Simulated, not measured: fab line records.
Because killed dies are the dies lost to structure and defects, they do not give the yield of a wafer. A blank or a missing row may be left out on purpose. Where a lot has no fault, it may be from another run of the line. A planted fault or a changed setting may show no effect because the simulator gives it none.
fab line records ; flow n5-finfet ; part 1 of 2: steps 1 to 27 of 35
record: lots: 5; wafers: 15; last-day: 16
route steps=1938 shown BEOL_M9@1453 BEOL_M10@1470
lots that met no fault: from a run of the same line without faults
start-h: hours from the record's opening day to when the first of the lot's shown wafers began ; wait-h: hours from the lot's prior step to this one ; " identical to the entry in the row above ; L1.1+2: several wafers, shown together as one row ; - either no value or no given start ; * or withheld: withheld ; < > ~ a bound
route shown NAME@n: a module of which the file shows steps, and the number in the route of the first ; usual: average and standard deviation across the fault-free wafers ; same: alike in all rows ; chamber/n: place in a boat ; sites: the reading at each site ; _std_site: their standard deviation ; _edge_site: inner sites' mean taken away from outer sites' mean ; radius-mm: for every site, how far away it sits from the centre of the wafer ; mask NAME#n: copy n ; behind: the most recent tool/chamber to have shaped the wafer ; hold: what put the lot on hold/how long, in hours/how the hold closed ; device: whichever transistor did not switch (one of n, p or np) ; end of line: the same wafers' tests at the end of the route ; a step with no rows: only its recipe ; killed: dies lost to structure and defects at the first sort, not the wafer's yield ; map: a wafer's dies, marking killed ones x, the rest . and places with no die _
set.NAME: the setting as run; set.NAME@STEP: as run at that earlier step ; model.NAME: the simulator's own value behind a step, which no gauge read
lots seen at some steps along the route; tables by step, rows by wafer
services: the hour from which a tool's chamber was out of use, counted from the record's first day as start-h (under 0 if before that day), plus the number of hours and why
== steps ==
step: N5_BEOL_M9_SRD_43
recipe: time-s: 30; temp-c: 23; rinse-liquid: diw; dry: ipa-marangoni
same: time-s: 30
lot.wafer;tool;chamber;start-h;wait-h
L078.2+4+6;wet-bench-04;1,7,6;230.58;0.0
L079.1+4+5;wet-bench-02;6,7,4;251.27;0.0
L080.1+2+4;wet-bench-02;2,3,1;253.14;0.0
L087.3+4+6;wet-bench-03;0,3,2;302.62;0.0
L084.1+3+6;wet-bench-04;3,4,2;303.35;0.0
step: N5_BEOL_M9_CD_MEAS_35
recipe: target-cd-nm: 70; target-cd-y-nm: 40; polarity: opening
usual: cd-nm: 70.4/0.81
lot.wafer;tool;chamber;start-h;wait-h;cd-nm
L078.2;cd-sem-03;-;230.62;0.0;69.9
L078.4;cd-sem-03;-;230.62;0.0;69.7
L078.6;cd-sem-03;-;230.62;0.0;71.1
L079.1;cd-sem-02;-;251.31;0.0;69.8
L079.4;cd-sem-02;-;251.31;0.0;69.5
L079.5;cd-sem-02;-;251.31;0.0;71.3
L080.1;cd-sem-01;-;253.18;0.0;71.6
L080.2;cd-sem-01;-;253.18;0.0;70.7
L080.4;cd-sem-01;-;253.18;0.0;71.7
L087.3;cd-sem-02;-;302.67;0.0;71.6
L087.4;cd-sem-02;-;302.67;0.0;70.5
L087.6;cd-sem-02;-;302.67;0.0;70.4
L084.1;cd-sem-01;-;303.39;0.0;69.3
L084.3;cd-sem-01;-;303.39;0.0;70.8
L084.6;cd-sem-01;-;303.39;0.0;71.1
step: N5_BEOL_M9_CURE_72
recipe: temp-c: 370; time-s: 120; ambient: DMADMS/He; material: SiCOH_lowk
usual: lamp-power-pct: 52.32/0.054; wafer_temp_C_max: 372.1/0.96
same: time-s: 120
lot.wafer;tool;chamber;start-h;wait-h;lamp-power-pct;wafer_temp_C_max
L078.2;uv-cure-03;0;230.71;0.1;52.29;372.8
L078.4;uv-cure-03;0;230.71;0.1;52.39;373.1
L078.6;uv-cure-03;0;230.71;0.1;52.32;373.8
L079.1;uv-cure-03;1;251.36;0.0;52.30;371.2
L079.4;uv-cure-03;1;251.36;0.0;52.36;370.9
L079.5;uv-cure-03;1;251.36;0.0;52.38;370.8
L080.1;uv-cure-03;1;253.22;0.0;52.26;371.4
L080.2;uv-cure-03;1;253.22;0.0;52.30;370.9
L080.4;uv-cure-03;1;253.22;0.0;52.40;370.8
L087.3;uv-cure-01;1;302.80;0.1;52.32;370.8
L087.4;uv-cure-01;1;302.80;0.1;52.40;371.2
L087.6;uv-cure-01;1;302.80;0.1;52.32;371.1
L084.1;uv-cure-01;2;303.44;0.0;52.39;372.0
L084.3;uv-cure-01;2;303.44;0.0;52.41;372.5
L084.6;uv-cure-01;2;303.44;0.0;52.21;372.1
step: N5_BEOL_M9_DEGAS_44
recipe: ambient: vacuum; temp-c: 250; time-s: 60
usual: heater-power-w: 324/32
same: time-s: 60
lot.wafer;tool;chamber;start-h;wait-h;heater-power-w
L078.2;pvd-sputter-02;-;231.22;0.5;359
L078.4;pvd-sputter-02;-;231.22;0.5;332
L078.6;pvd-sputter-02;-;231.22;0.5;328
L079.1;pvd-sputter-02;-;251.97;0.6;347
L079.4;pvd-sputter-02;-;251.97;0.6;333
L079.5;pvd-sputter-02;-;251.97;0.6;272
L080.1;pvd-sputter-02;-;253.77;0.5;351
L080.2;pvd-sputter-02;-;253.77;0.5;327
L080.4;pvd-sputter-02;-;253.77;0.5;270
L087.3;pvd-sputter-03;-;303.17;0.3;284
L087.4;pvd-sputter-03;-;303.17;0.3;314
L087.6;pvd-sputter-03;-;303.17;0.3;326
L084.1;pvd-sputter-01;-;303.76;0.3;364
L084.3;pvd-sputter-01;-;303.76;0.3;350
L084.6;pvd-sputter-01;-;303.76;0.3;298
step: N5_BEOL_M9_PRE_CLEAN_45
recipe: gas: H2/He; time-s: 30; temp-c: 250
usual: heater-power-w: 324/32
same: time-s: 30
lot.wafer;tool;chamber;start-h;wait-h;heater-power-w
L078.2;pvd-sputter-02;-;231.26;0.0;348
L078.4;pvd-sputter-02;-;231.26;0.0;334
L078.6;pvd-sputter-02;-;231.26;0.0;332
L079.1;pvd-sputter-02;-;252.01;0.0;358
L079.4;pvd-sputter-02;-;252.01;0.0;338
L079.5;pvd-sputter-02;-;252.01;0.0;270
L080.1;pvd-sputter-02;-;253.81;0.0;357
L080.2;pvd-sputter-02;-;253.81;0.0;330
L080.4;pvd-sputter-02;-;253.81;0.0;273
L087.3;pvd-sputter-03;-;303.21;0.0;285
L087.4;pvd-sputter-03;-;303.21;0.0;325
L087.6;pvd-sputter-03;-;303.21;0.0;323
L084.1;pvd-sputter-01;-;303.80;0.0;367
L084.3;pvd-sputter-01;-;303.80;0.0;343
L084.6;pvd-sputter-01;-;303.80;0.0;296
step: N5_BEOL_M9_ALD_74
recipe: material: TaN; target-thk-a: 20; temp-c: 275; ald-precursor-family: PDMAT; ald-co-reactant: NH3; pressure-torr: 3; carrier-flow-sccm: 1500; pulse-time-s: 2; purge-time-s: 3; co-reactant-purge-time-s: 2; co-reactant-pulse-time-s: 3; ald-cycles: 40; precursor-vessel-temp-c: 75; precursor-vessel-pressure-torr: 26.25; precursor-vessel-carrier-sccm: 1000
usual: heater-power-w: 422/63
same: ald-cycles: 40; co-reactant-purge-time-s: 2; purge-time-s: 3
lot.wafer;tool;chamber;start-h;wait-h;heater-power-w
L078.2;ald-metal-04;2;231.32;0.0;379
L078.4;ald-metal-04;1;231.32;0.0;476
L078.6;ald-metal-04;0;231.32;0.0;322
L079.1;ald-metal-02;2;252.07;0.0;385
L079.4;ald-metal-02;1;252.07;0.0;421
L079.5;ald-metal-02;2;252.07;0.0;392
L080.1;ald-metal-02;1;253.89;0.1;420
L080.2;ald-metal-02;0;253.89;0.1;452
L080.4;ald-metal-02;2;253.89;0.1;397
L087.3;ald-metal-02;0;303.27;0.0;450
L087.4;ald-metal-02;3;303.27;0.0;393
L087.6;ald-metal-02;2;303.27;0.0;398
L084.1;ald-metal-01;1;303.86;0.0;450
L084.3;ald-metal-01;0;303.86;0.0;349
L084.6;ald-metal-01;1;303.86;0.0;455
step: N5_BEOL_M9_SURFACE_TREAT_79
recipe: gas: Ar; time-s: *; ion-energy-ev: *; ion-current-ma-cm2: 0.5; pressure-mtorr: *; ar-flow-sccm: 30
usual: throttle-valve-pct: *
same: time-s: *
lot.wafer;tool;chamber;start-h;wait-h;throttle-valve-pct
L078.2;pvd-sputter-02;-;231.72;0.3;*
L078.4;pvd-sputter-02;-;231.72;0.3;*
L078.6;pvd-sputter-02;-;231.72;0.3;*
L079.1;pvd-sputter-02;-;252.37;0.2;*
L079.4;pvd-sputter-02;-;252.37;0.2;*
L079.5;pvd-sputter-02;-;252.37;0.2;*
L080.1;pvd-sputter-01;-;254.27;0.2;*
L080.2;pvd-sputter-01;-;254.27;0.2;*
L080.4;pvd-sputter-01;-;254.27;0.2;*
L087.3;pvd-sputter-02;-;303.55;0.2;*
L087.4;pvd-sputter-02;-;303.55;0.2;*
L087.6;pvd-sputter-02;-;303.55;0.2;*
L084.1;pvd-sputter-03;-;304.27;0.3;*
L084.3;pvd-sputter-03;-;304.27;0.3;*
L084.6;pvd-sputter-03;-;304.27;0.3;*
step: N5_BEOL_M9_CVD_78
recipe: material: Co; target-thk-a: 20; temp-c: withheld; precursor: CCTBA/H2; pressure-torr: 30; time-s: 138.9
same: time-s: 138.9
lot.wafer;tool;chamber;start-h;wait-h
L078.2+4+6;cvd-co-01;0,0,1;231.83;0.1
L079.1+4+5;cvd-co-02;2,0,2;252.43;0.0
L080.1+2+4;cvd-co-01;0,2,0;254.33;0.0
L087.3+4+6;cvd-co-02;1,1,0;303.62;0.0
L084.1+3+6;cvd-co-01;0,1,0;304.33;0.0
step: N5_BEOL_M9_SPUTTER_48
recipe: material: Cu; target-thk-a: 120; temp-c: -20; bias-v: 60; power-w: 26000; chamber-pressure-pa: 0.13; time-s: 2
usual: chamber-pressure-pa: 0.13003/0.00027; throttle-valve-pct: 29.8/1
same: time-s: 2
lot.wafer;tool;chamber;start-h;wait-h;chamber-pressure-pa;throttle-valve-pct
L078.2;pvd-sputter-02;-;232.00;0.1;0.12971;29.4
L078.4;pvd-sputter-02;-;232.00;0.1;0.13033;28.8
L078.6;pvd-sputter-02;-;232.00;0.1;0.13019;28.7
L079.1;pvd-sputter-02;-;252.73;0.3;0.13003;28.8
L079.4;pvd-sputter-02;-;252.73;0.3;0.12977;29.6
L079.5;pvd-sputter-02;-;252.73;0.3;0.13028;28.7
L080.1;pvd-sputter-03;-;254.45;0.1;0.13023;31.7
L080.2;pvd-sputter-03;-;254.45;0.1;0.13017;28.8
L080.4;pvd-sputter-03;-;254.45;0.1;0.13046;28.6
L087.3;pvd-sputter-02;-;303.73;0.1;0.13081;29.5
L087.4;pvd-sputter-02;-;303.73;0.1;0.13024;30.0
L087.6;pvd-sputter-02;-;303.73;0.1;0.13024;29.5
L084.1;pvd-sputter-03;-;304.47;0.1;0.1304;29.6
L084.3;pvd-sputter-03;-;304.47;0.1;0.13008;28.7
L084.6;pvd-sputter-03;-;304.47;0.1;0.12974;28.4
step: N5_BEOL_M9_ECD_50
recipe: material: Cu; target-thk-a: 3180
lot.wafer;tool;chamber;start-h;wait-h
L078.2+4+6;ecd-cu-01;1;232.11;0.1
L079.1+4+5;ecd-cu-01;1,1,0;252.85;0.1
L080.1+2+4;ecd-cu-02;0,1,1;254.57;0.1
L087.3+4+6;ecd-cu-02;1,0,1;303.87;0.1
L084.1+3+6;ecd-cu-01;0;304.58;0.1
step: N5_BEOL_M9_ANNEAL_51
recipe: temp-c: 225; time-s: 90; ambient: N2
usual: wafer_temp_C_max: 225.90/0.26
same: time-s: 90
lot.wafer;tool;chamber;start-h;wait-h;wafer_temp_C_max
L078.2;rtp-anneal-01;0;232.30;0.2;225.66
L078.4;rtp-anneal-01;0;232.30;0.2;226.07
L078.6;rtp-anneal-01;0;232.30;0.2;225.82
L079.1;rtp-anneal-01;0;253.00;0.1;225.83
L079.4;rtp-anneal-01;0;253.00;0.1;225.76
L079.5;rtp-anneal-01;0;253.00;0.1;226.07
L080.1;rtp-anneal-01;0;254.80;0.2;226.15
L080.2;rtp-anneal-01;0;254.80;0.2;225.53
L080.4;rtp-anneal-01;0;254.80;0.2;225.74
L087.3;rtp-anneal-02;0;304.04;0.1;225.71
L087.4;rtp-anneal-02;0;304.04;0.1;226.23
L087.6;rtp-anneal-02;0;304.04;0.1;226.30
L084.1;rtp-anneal-02;0;304.69;0.1;226.08
L084.3;rtp-anneal-02;0;304.69;0.1;225.99
L084.6;rtp-anneal-02;0;304.69;0.1;226.32
step: N5_BEOL_M9_CMP_52
recipe: stop-on: SiCOH_lowk; t-overpolish-s: 7; down-force-psi: 1; platen-rpm: 50; clearing-platen-down-force-psi: 1.5; clearing-platen-rpm: 50; post-cmp-clean: cu-alkaline; target-thk-nm: 140; clearing-platen-pad-velocity-m-s: 0.99484; pad-velocity-m-s: 0.99484
usual: barrier-field-endpoint-s: 29.4/0.84; clearing-platen-down-force-psi: 1.500/0.0035; motor-current-A: 6.2/0.84; overpolish-run-s: 7.000/0.0093; time-to-endpoint-s: 67/4.1
lot.wafer;tool;chamber;start-h;wait-h;barrier-field-endpoint-s;clearing-platen-down-force-psi;motor-current-A;overpolish-run-s;time-to-endpoint-s
L078.4;cmp-03;1;232.68;0.2;29.7;1.498;5.7;6.998;68
L078.2;cmp-03;0;232.68;0.2;29.6;1.509;5.6;7.004;76
L078.6;cmp-03;1;232.68;0.2;29.5;1.499;5.4;7.000;66
L079.1;cmp-03;2;253.33;0.3;28.1;1.500;8.1;6.999;60
L079.4;cmp-03;3;253.33;0.3;29.3;1.498;5.4;7.003;67
L079.5;cmp-03;2;253.33;0.3;28.7;1.499;8.1;7.001;63
L080.2;cmp-02;3;255.11;0.2;28.3;1.496;5.8;6.992;60
L080.1;cmp-02;1;255.11;0.2;27.6;1.498;6.6;6.993;62
L080.4;cmp-02;2;255.11;0.2;28.2;1.506;6.5;7.003;60
L087.4;cmp-04;1;304.25;0.1;29.8;1.494;6.8;6.995;67
L087.3;cmp-04;3;304.25;0.1;29.1;1.498;5.8;6.998;65
L087.6;cmp-04;1;304.25;0.1;30.9;1.502;6.8;6.995;71
L084.1;cmp-02;2;304.99;0.3;29.2;1.501;7.0;6.993;64
L084.3;cmp-02;1;304.99;0.3;28.3;1.496;6.6;7.005;61
L084.6;cmp-02;3;304.99;0.3;29.0;1.503;5.5;6.991;64
step: N5_BEOL_M9_THK_MEAS_53
recipe: thk-meas-gauge: xrf; reads: Cu_of_BEOL_M9_ECD_50
usual: M9_THK: 139/3.2
lot.wafer;tool;chamber;start-h;wait-h;M9_THK[nm]
L078.2;film-metro-02;-;232.97;-;141
L078.4;film-metro-02;-;232.97;-;141
L078.6;film-metro-02;-;232.97;-;141
L079.1;film-metro-01;-;253.59;-;139
L079.4;film-metro-01;-;253.59;-;140
L079.5;film-metro-01;-;253.59;-;139
L080.1;film-metro-01;-;255.41;-;138
L080.2;film-metro-01;-;255.41;-;137
L080.4;film-metro-01;-;255.41;-;138
L087.3;film-metro-01;-;304.55;-;137
L087.4;film-metro-01;-;304.55;-;136
L087.6;film-metro-01;-;304.55;-;136
L084.1;film-metro-02;-;305.29;-;142
L084.3;film-metro-02;-;305.29;-;139
L084.6;film-metro-02;-;305.29;-;140
step: N5_BEOL_M9_PRE_CLEAN_55
recipe: gas: NH3; time-s: 15; temp-c: withheld; rf-power-w: 300
same: time-s: 15
lot.wafer;tool;chamber;start-h;wait-h
L078.2+4+6;pecvd-04;1;233.01;0.0
L079.1+4+5;pecvd-02;0,2,1;253.62;0.0
L080.1+2+4;pecvd-04;2,1,1;255.45;0.0
L087.3+4+6;pecvd-02;2,1,2;304.59;0.0
L084.1+3+6;pecvd-01;0,2,0;305.33;0.0
step: N5_BEOL_M9_DEP_56
recipe: material: SiCN; target-thk-a: 150; temp-c: withheld; precursor: 3MS/NH3; pressure-torr: 3; rf-w: 202; time-s: 26.5
usual: showerhead-plenum-p-Torr: 3.661/0.012; throttle-valve-pct: 9.0/0.79
same: time-s: 26.5
lot.wafer;tool;chamber;start-h;wait-h;showerhead-plenum-p-Torr;throttle-valve-pct
L078.2;pecvd-04;1;233.05;0.0;3.675;9.0
L078.4;pecvd-04;1;233.05;0.0;3.674;9.1
L078.6;pecvd-04;1;233.05;0.0;3.661;9.2
L079.1;pecvd-02;0;253.65;0.0;3.647;9.8
L079.4;pecvd-02;2;253.65;0.0;3.661;8.4
L079.5;pecvd-02;1;253.65;0.0;3.656;9.6
L080.1;pecvd-04;2;255.47;0.0;3.652;7.8
L080.2;pecvd-04;1;255.47;0.0;3.661;9.1
L080.4;pecvd-04;1;255.47;0.0;3.670;9.2
L087.3;pecvd-02;2;304.61;0.0;3.671;8.4
L087.4;pecvd-02;1;304.61;0.0;3.645;9.5
L087.6;pecvd-02;2;304.61;0.0;3.667;8.4
L084.1;pecvd-01;0;305.35;0.0;3.646;8.6
L084.3;pecvd-01;2;305.35;0.0;3.675;8.1
L084.6;pecvd-01;0;305.35;0.0;3.654;8.7
step: N5_BEOL_M9_RS_MEAS_57
recipe: thk-meas-gauge: four-point-probe; reads: Cu_of_BEOL_M9_ECD_50+Co_of_BEOL_M9_CVD_78+TaN_of_BEOL_M9_ALD_74
usual: M9_RS: 0.150/0.0038
lot.wafer;tool;chamber;start-h;wait-h;M9_RS[ohm/sq]
L078.2;film-metro-01;-;233.14;0.1;0.149
L078.4;film-metro-01;-;233.14;0.1;0.149
L078.6;film-metro-01;-;233.14;0.1;0.150
L079.1;film-metro-02;-;253.72;0.1;0.152
L079.4;film-metro-02;-;253.72;0.1;0.150
L079.5;film-metro-02;-;253.72;0.1;0.153
L080.1;film-metro-01;-;255.55;0.1;0.152
L080.2;film-metro-01;-;255.55;0.1;0.153
L080.4;film-metro-01;-;255.55;0.1;0.153
L087.3;film-metro-01;-;304.69;0.1;0.153
L087.4;film-metro-01;-;304.69;0.1;0.154
L087.6;film-metro-01;-;304.69;0.1;0.154
L084.1;film-metro-02;-;305.43;0.1;0.147
L084.3;film-metro-02;-;305.43;0.1;0.150
L084.6;film-metro-02;-;305.43;0.1;0.149
step: N5_BEOL_M9_INSPECT_58
recipe: inspect-instrument: darkfield; mode: post-dep
usual: raw-defect-count: 77/25
lot.wafer;tool;chamber;start-h;wait-h;raw-defect-count
L078.2;defect-inspect-02;-;233.17;0.0;106
L078.4;defect-inspect-02;-;233.17;0.0;67
L078.6;defect-inspect-02;-;233.17;0.0;72
L079.1;defect-inspect-02;-;253.75;0.0;53
L079.4;defect-inspect-02;-;253.75;0.0;59
L079.5;defect-inspect-02;-;253.75;0.0;68
L080.1;defect-inspect-01;-;255.57;0.0;125
L080.2;defect-inspect-01;-;255.57;0.0;93
L080.4;defect-inspect-01;-;255.57;0.0;79
L087.3;defect-inspect-02;-;304.71;0.0;86
L087.4;defect-inspect-02;-;304.71;0.0;75
L087.6;defect-inspect-02;-;304.71;0.0;84
L084.1;defect-inspect-01;-;305.45;0.0;43
L084.3;defect-inspect-01;-;305.45;0.0;92
L084.6;defect-inspect-01;-;305.45;0.0;57
step: N5_BEOL_M10_ILD_DEP_00
recipe: material: SiCOH_lowk; target-thk-a: 3085.1; temp-c: 300; precursor: DEMS/porogen; pressure-torr: 5; rf-w: 500; time-s: 58
usual: heater-power-w: 289/67; showerhead-plenum-p-Torr: 5.737/0.015; throttle-valve-pct: 13.9/1
same: time-s: 58
lot.wafer;tool;chamber;start-h;wait-h;heater-power-w;showerhead-plenum-p-Torr;throttle-valve-pct
L078.2;pecvd-04;1;233.20;0.0;240;5.732;14.0
L078.4;pecvd-04;1;233.20;0.0;243;5.744;14.1
L078.6;pecvd-04;0;233.20;0.0;281;5.723;15.1
L079.1;pecvd-04;0;253.78;0.0;234;5.706;14.9
L079.4;pecvd-04;0;253.78;0.0;249;5.738;15.1
L079.5;pecvd-04;1;253.78;0.0;207;5.740;14.0
L080.1;pecvd-04;2;255.61;0.0;273;5.736;12.1
L080.2;pecvd-04;0;255.61;0.0;238;5.721;15.4
L080.4;pecvd-04;2;255.61;0.0;277;5.735;12.2
L087.3;pecvd-03;0;304.75;0.0;423;5.736;14.3
L087.4;pecvd-03;0;304.75;0.0;434;5.746;14.7
L087.6;pecvd-03;2;304.75;0.0;236;5.733;13.9
L084.1;pecvd-04;2;305.49;0.0;279;5.743;12.3
L084.3;pecvd-04;0;305.49;0.0;270;5.725;15.4
L084.6;pecvd-04;2;305.49;0.0;224;5.738;11.9
step: N5_BEOL_M10_CURE_71
recipe: temp-c: 385; time-s: 240; ambient: He/Ar; material: SiCOH_lowk
usual: lamp-power-pct: 52.31/0.065; wafer_temp_C_max: 386.9/0.85
same: time-s: 240
lot.wafer;tool;chamber;start-h;wait-h;lamp-power-pct;wafer_temp_C_max
L078.2;uv-cure-02;0;233.39;0.2;52.36;386.9
L078.4;uv-cure-02;0;233.39;0.2;52.39;387.1
L078.6;uv-cure-02;0;233.39;0.2;52.39;387.1
L079.1;uv-cure-03;0;253.86;0.0;52.37;388.2
L079.4;uv-cure-03;0;253.86;0.0;52.26;387.8
L079.5;uv-cure-03;0;253.86;0.0;52.23;388.2
L080.1;uv-cure-01;2;255.69;0.0;52.24;386.8
L080.2;uv-cure-01;2;255.69;0.0;52.28;387.7
L080.4;uv-cure-01;2;255.69;0.0;52.32;386.2
L087.3;uv-cure-02;0;305.15;0.4;52.35;387.2
L087.4;uv-cure-02;0;305.15;0.4;52.35;387.5
L087.6;uv-cure-02;0;305.15;0.4;52.23;386.8
L084.1;uv-cure-01;2;305.60;0.1;52.15;387.3
L084.3;uv-cure-01;2;305.60;0.1;52.38;387.0
L084.6;uv-cure-01;2;305.60;0.1;52.39;386.4
step: N5_BEOL_M10_THK_MEAS_01
recipe: reads: SiCOH_lowk_of_BEOL_M10_ILD_DEP_00
usual: M10_ILD_THK: 267/3.7
lot.wafer;tool;chamber;start-h;wait-h;M10_ILD_THK[nm]
L078.2;film-metro-02;-;233.82;0.4;266
L078.4;film-metro-02;-;233.82;0.4;272
L078.6;film-metro-02;-;233.82;0.4;271
L079.1;film-metro-01;-;254.38;0.4;267
L079.4;film-metro-01;-;254.38;0.4;269
L079.5;film-metro-01;-;254.38;0.4;264
L080.1;film-metro-02;-;256.20;0.4;265
L080.2;film-metro-02;-;256.20;0.4;267
L080.4;film-metro-02;-;256.20;0.4;271
L087.3;film-metro-02;-;305.82;0.5;265
L087.4;film-metro-02;-;305.82;0.5;268
L087.6;film-metro-02;-;305.82;0.5;272
L084.1;film-metro-01;-;306.11;0.4;263
L084.3;film-metro-01;-;306.11;0.4;269
L084.6;film-metro-01;-;306.11;0.4;267
step: N5_BEOL_M10_PECVD_70
recipe: material: SiO2; target-thk-a: 200; temp-c: 400; precursor: TEOS/O2; pressure-torr: 5.5; rf-w: 450; teos-flow-sccm: 53.8; gas: O2; flow-sccm: 3000; time-s: 22.7
usual: heater-power-w: 681/120; showerhead-plenum-p-Torr: 8.78/0.055; throttle-valve-pct: 22.3/1.7
same: time-s: 22.7
lot.wafer;tool;chamber;start-h;wait-h;heater-power-w;showerhead-plenum-p-Torr;throttle-valve-pct
L078.2;pecvd-03;2;233.86;0.0;694;8.76;22.5
L078.4;pecvd-03;0;233.86;0.0;1061;8.76;23.0
L078.6;pecvd-03;1;233.86;0.0;730;8.86;22.7
L079.1;pecvd-04;1;254.41;0.0;544;8.77;22.9
L079.4;pecvd-04;2;254.41;0.0;560;8.74;19.9
L079.5;pecvd-04;1;254.41;0.0;509;8.78;22.7
L080.1;pecvd-04;1;256.24;0.0;491;8.77;22.7
L080.2;pecvd-04;0;256.24;0.0;664;8.71;24.7
L080.4;pecvd-04;2;256.24;0.0;633;8.78;19.7
L087.3;pecvd-01;2;305.86;0.0;695;8.83;20.0
L087.4;pecvd-01;0;305.86;0.0;716;8.72;21.6
L087.6;pecvd-01;2;305.86;0.0;691;8.81;19.8
L084.1;pecvd-01;1;306.15;0.0;598;8.84;23.7
L084.3;pecvd-01;0;306.15;0.0;663;8.72;21.1
L084.6;pecvd-01;2;306.15;0.0;733;8.83;20.1
step: N5_BEOL_M10_HM_DEP_02
recipe: material: TiN; target-thk-a: 200; temp-c: 25; chamber-pressure-pa: 0.49996
usual: chamber-pressure-pa: 0.4999/0.00093; throttle-valve-pct: 29.8/1.1
lot.wafer;tool;chamber;start-h;wait-h;chamber-pressure-pa;throttle-valve-pct
L078.2;pvd-sputter-03;-;234.99;1.1;0.4992;30.0
L078.4;pvd-sputter-03;-;234.99;1.1;0.5000;31.7
L078.6;pvd-sputter-03;-;234.99;1.1;0.4981;29.8
L079.1;pvd-sputter-01;-;254.77;0.3;0.5000;31.0
L079.4;pvd-sputter-01;-;254.77;0.3;0.4994;30.1
L079.5;pvd-sputter-01;-;254.77;0.3;0.5000;29.8
L080.1;pvd-sputter-02;-;257.85;1.6;0.5006;29.5
L080.2;pvd-sputter-02;-;257.85;1.6;0.5004;31.3
L080.4;pvd-sputter-02;-;257.85;1.6;0.5003;30.0
L087.3;pvd-sputter-01;-;306.52;0.6;0.5007;30.9
L087.4;pvd-sputter-01;-;306.52;0.6;0.5003;29.8
L087.6;pvd-sputter-01;-;306.52;0.6;0.5013;29.7
L084.1;pvd-sputter-01;-;306.62;0.5;0.5010;29.8
L084.3;pvd-sputter-01;-;306.62;0.5;0.4988;29.5
L084.6;pvd-sputter-01;-;306.62;0.5;0.4996;29.7
step: N5_BEOL_M10_COAT_59
recipe: resist: SOC; temp-c: 250; time-s: 60; spin-rpm: 1500; resist-thk-nm: 100
same: time-s: 60
lot.wafer;tool;chamber;start-h;wait-h
L078.2+4+6;litho-track-05;0;235.11;0.1
L079.1+4+5;litho-track-03;0;254.90;0.1
L080.1+2+4;litho-track-05;0;257.98;0.1
L087.3+4+6;litho-track-01;0;306.65;0.1
L084.1+3+6;litho-track-05;0;306.75;0.1
step: N5_BEOL_M10_COAT_60
recipe: resist: SiARC; temp-c: 220; time-s: 60; spin-rpm: 1500; resist-thk-nm: 30
same: time-s: 60
lot.wafer;tool;chamber;start-h;wait-h
L078.2+4+6;litho-track-05;0;-;-
L079.1+4+5;litho-track-03;0;-;-
L080.1+2+4;litho-track-05;0;-;-
L087.3+4+6;litho-track-01;0;-;-
L084.1+3+6;litho-track-05;0;-;-
step: N5_BEOL_M10_COAT_05
recipe: resist: CAR-ArF; spin-rpm: 1500; resist-thk-nm: 90
lot.wafer;tool;chamber;start-h;wait-h
L078.2+4+6;litho-track-05;0;-;-
L079.1+4+5;litho-track-03;0;-;-
L080.1+2+4;litho-track-05;0;-;-
L087.3+4+6;litho-track-01;0;-;-
L084.1+3+6;litho-track-05;0;-;-
step: N5_BEOL_M10_EBR_07
recipe: solvent: PGMEA; ebr-width-mm: 1.5
lot.wafer;tool;chamber;start-h;wait-h
L078.2+4+6;litho-track-05;0;-;-
L079.1+4+5;litho-track-03;0;-;-
L080.1+2+4;litho-track-05;0;-;-
L087.3+4+6;litho-track-01;0;-;-
L084.1+3+6;litho-track-05;0;-;-
step: N5_BEOL_M10_SOFTBAKE_06
recipe: temp-c: 110; time-s: 60; resist: CAR-ArF
same: time-s: 60
lot.wafer;tool;chamber;start-h;wait-h
L078.2+4+6;litho-track-05;0;-;-
L079.1+4+5;litho-track-03;0;-;-
L080.1+2+4;litho-track-05;0;-;-
L087.3+4+6;litho-track-01;0;-;-
L084.1+3+6;litho-track-05;0;-;-
